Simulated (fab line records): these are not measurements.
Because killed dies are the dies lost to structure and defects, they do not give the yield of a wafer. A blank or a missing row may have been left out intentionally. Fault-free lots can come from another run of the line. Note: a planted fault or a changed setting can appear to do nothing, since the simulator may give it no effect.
Matching of chambers | flow nand_harc | NHARC_A_CONTACT_DEP_29 on pecvd-04: 3 sister chambers
The step deposits SiON, target thk 70 nm. 22 wafers are shown with their chamber, then 11 later ones without.

WAFERS, EACH WITH ITS CHAMBER
wafer  | chamber | showerhead_vpp_V (V) | heater_power_w (W)
L078.1 | 0       | 1156                 | 645
L078.3 | 1       | 1143                 | 664
L078.6 | 2       | 1209                 | 713
L074.1 | 1       | 1125                 | 686
L074.5 | 0       | 1155                 | 685
L074.6 | 2       | 1223                 | 723
L079.4 | 1       | 1142                 | 638
L079.5 | 2       | 1185                 | 693
L079.6 | 0       | 1166                 | 667
L085.1 | 2       | 1222                 | 639
L085.2 | 1       | 1148                 | 628
L085.6 | 1       | 1145                 | 620
L093.1 | 0       | 1142                 | 677
L093.2 | 2       | 1168                 | 642
L093.6 | 0       | 1176                 | 670
L092.1 | 1       | 1153                 | 680
L092.2 | 2       | 1201                 | 650
L092.6 | 1       | 1133                 | 699
L091.4 | 0       | 1147                 | 654
L091.5 | 1       | 1155                 | 637
L091.6 | 2       | 1197                 | 617
L090.1 | 1       | 1138                 | 700

SIGNATURES (means of the wafers above)
reading          | chamber 0 | chamber 1 | chamber 2 | scatter within a chamber
showerhead_vpp_V | 1157.00   | 1142.44   | 1200.71   | 14.2
heater_power_w   | 666.33    | 661.33    | 668.14    | 31.7
Rule: a wafer lies at a distance from a chamber equal to the root of the sum of squares, over the readings, of (its reading less the chamber's mean, divided by the reading's scatter). The wafer belongs to the nearest chamber; if the next one is less than 2 further off, it can't be placed. The scatter is the square root of a quotient: the sum, over the shown wafers, of each reading's squared deviation from its chamber's mean, divided by wafers minus chambers.

WAFERS WITH NO CHAMBER GIVEN
wafer  | showerhead_vpp_V (V) | heater_power_w (W)
L090.2 | 1189                 | 633
L090.6 | 1168                 | 618
L086.1 | 1157                 | 689
L086.3 | 1142                 | 590
L086.5 | 1161                 | 685
L097.1 | 1189                 | 729
L097.2 | 1166                 | 662
L097.6 | 1165                 | 680
L096.1 | 1173                 | 669
L096.4 | 1165                 | 666
L096.5 | 1140                 | 668

WHICH CHAMBER EACH WENT THROUGH
wafer  | from the rows above          | in truth
L090.2 | can't be placed: 2 or 0      | 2
L090.6 | can't be placed: 0 or 1 or 2 | 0
L086.1 | can't be placed: 0 or 1      | 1
L086.3 | can't be placed: 1 or 0      | 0
L086.5 | can't be placed: 0 or 1      | 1
L097.1 | can't be placed: 2 or 0 or 1 | 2
L097.2 | can't be placed: 0 or 1 or 2 | 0
L097.6 | can't be placed: 0 or 1 or 2 | 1
L096.1 | can't be placed: 0 or 2 or 1 | 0
L096.4 | can't be placed: 0 or 1 or 2 | 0
L096.5 | can't be placed: 1 or 0      | 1
Correct placement for 0 of the 11. Unplaceable from these rows: 11, with the true chamber sitting among the candidates in 11. Wrongly placed: 0.
